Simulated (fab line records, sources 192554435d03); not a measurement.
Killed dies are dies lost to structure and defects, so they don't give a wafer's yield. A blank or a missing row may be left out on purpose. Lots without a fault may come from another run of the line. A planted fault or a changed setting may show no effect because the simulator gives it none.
Split-lot experiment | flow n5_finfet | 7 lots, 21 wafers read, on a route of 1938 steps

THE SPLIT
At N5_BEOL_M1_COAT_61 (time 60 s, resist thk 60 nm), the setting spin_rpm was moved away from the recipe's 1500 rpm on 7 of the 21 wafers read, by -7.1% to +7.6%. The other wafers ran this setting at the recipe's value.

FROM THE SPLIT TO THE READING: what the file shows between them, 4 steps
- N5_BEOL_M1_COAT_62: time 60 s, resist thk 12 nm
- N5_BEOL_M1_COAT_73: time 60 s, resist thk 5 nm
- N5_BEOL_M1_ETCH_74: etches underlayer in N2/H2, target depth 6.5 nm, time 5.2 s
- N5_BEOL_M1_ETCH_63: etches SiARC in CF4, target depth 15.6 nm, time 26 s

THE READING
etch.depth_nm (the simulator's own value, which no gauge read), in nm, at N5_BEOL_M1_ETCH_64 (etches SOC in N2/H2, target depth 75 nm, overetch 15 nm, time 112.5 s). The file gives no usual value for it. The 14 wafers here that ran the recipe average 59.90 nm, standard deviation 0.15 nm.

wafer  | tool, chamber at the split | spin_rpm as run, rpm | against the recipe | etch.depth_nm, nm | against lot-mates on the recipe
L075.3 | litho_track-04, 0          | 1500                 | recipe             | 60.05             | -
L075.5 | litho_track-04, 0          | 1500                 | recipe             | 59.99             | -
L075.6 | litho_track-04, 0          | 1614                 | +7.6%              | 57.77             | -2.25
L085.1 | litho_track-03, 0          | 1393                 | -7.1%              | 62.55             | +2.35
L085.5 | litho_track-03, 0          | 1393                 | -7.1%              | 62.45             | +2.25
L085.6 | litho_track-03, 0          | 1500                 | recipe             | 60.2              | -
L088.2 | litho_track-03, 0          | 1500                 | recipe             | 59.91             | -
L088.4 | litho_track-03, 0          | 1500                 | recipe             | 59.95             | -
L088.6 | litho_track-03, 0          | 1500                 | recipe             | 59.83             | -
L089.1 | litho_track-03, 0          | 1500                 | recipe             | 59.73             | -
L089.4 | litho_track-03, 0          | 1414                 | -5.7%              | 61.42             | +1.69
L089.6 | litho_track-03, 0          | 1414                 | -5.7%              | 61.4              | +1.67
L093.1 | litho_track-05, 0          | 1500                 | recipe             | 59.84             | -
L093.3 | litho_track-05, 0          | 1500                 | recipe             | 59.65             | -
L093.6 | litho_track-05, 0          | 1500                 | recipe             | 59.7              | -
L095.2 | litho_track-05, 0          | 1500                 | recipe             | 60.01             | -
L095.5 | litho_track-05, 0          | 1500                 | recipe             | 59.77             | -
L095.6 | litho_track-05, 0          | 1500                 | recipe             | 59.93             | -
L096.2 | litho_track-03, 0          | 1445                 | -3.7%              | 60.95             | +0.90
L096.3 | litho_track-03, 0          | 1445                 | -3.7%              | 60.99             | +0.94
L096.6 | litho_track-03, 0          | 1500                 | recipe             | 60.05             | -

THE FIT
A straight line over all 21 wafers: etch.depth_nm changes by -0.309 nm for each +1% of spin_rpm; r = -0.98; the points scatter about the line by 0.21 nm.
The same after taking each lot's own level away (the mean of its wafers on the recipe; 21 wafers): -0.302 nm for each +1%; r = -1.00; scatter 0.098 nm.
On that fit, the largest move of spin_rpm shifts the reading by 2.3 nm.
The lots' own levels span 59.730 to 60.200 nm, that is 3.1 times the standard deviation above.
So the lot-to-lot level changes the slope little: the two slopes agree.
Check: with one of the wafers moved furthest among these (+7.6%) left out of the fit, the line predicts -2.33 nm for it against its lot-mates. It came out at -2.25 nm against them.

OTHER SPLITS ON THESE WAFERS
These wafers also went through other splits before the reading. Each is held against what the fit with the lots' levels taken away leaves over:
other split on the same wafers    | wafers away from the commonest value | r with etch.depth_nm (lot level and that fit taken away)
N5_BEOL_M1_HM_DEP_02 target_thk_a | 9                                    | +0.31

THE WHOLE CHAIN: every reading that the file lists as answering this split, in the file's order
step               | what it does                                                          | reading                                                                        | change (the file's fit)               | r (the file's)
N5_BEOL_M1_COAT_61 | time 60 s, resist thk 60 nm                                           | SOC_of_BEOL_M1_COAT_61.thk_nm (the simulator's own value, which no gauge read) | -0.297 nm for each +1% of the setting | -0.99
N5_BEOL_M1_ETCH_64 | etches SOC in N2/H2, target depth 75 nm, overetch 15 nm, time 112.5 s | etch.depth_nm (the simulator's own value, which no gauge read)                 | -0.3 nm for each +1% of the setting   | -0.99

THE FILE'S OWN FIT
etch.depth_nm changes by -0.3 nm for each +1% of spin_rpm, r = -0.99.
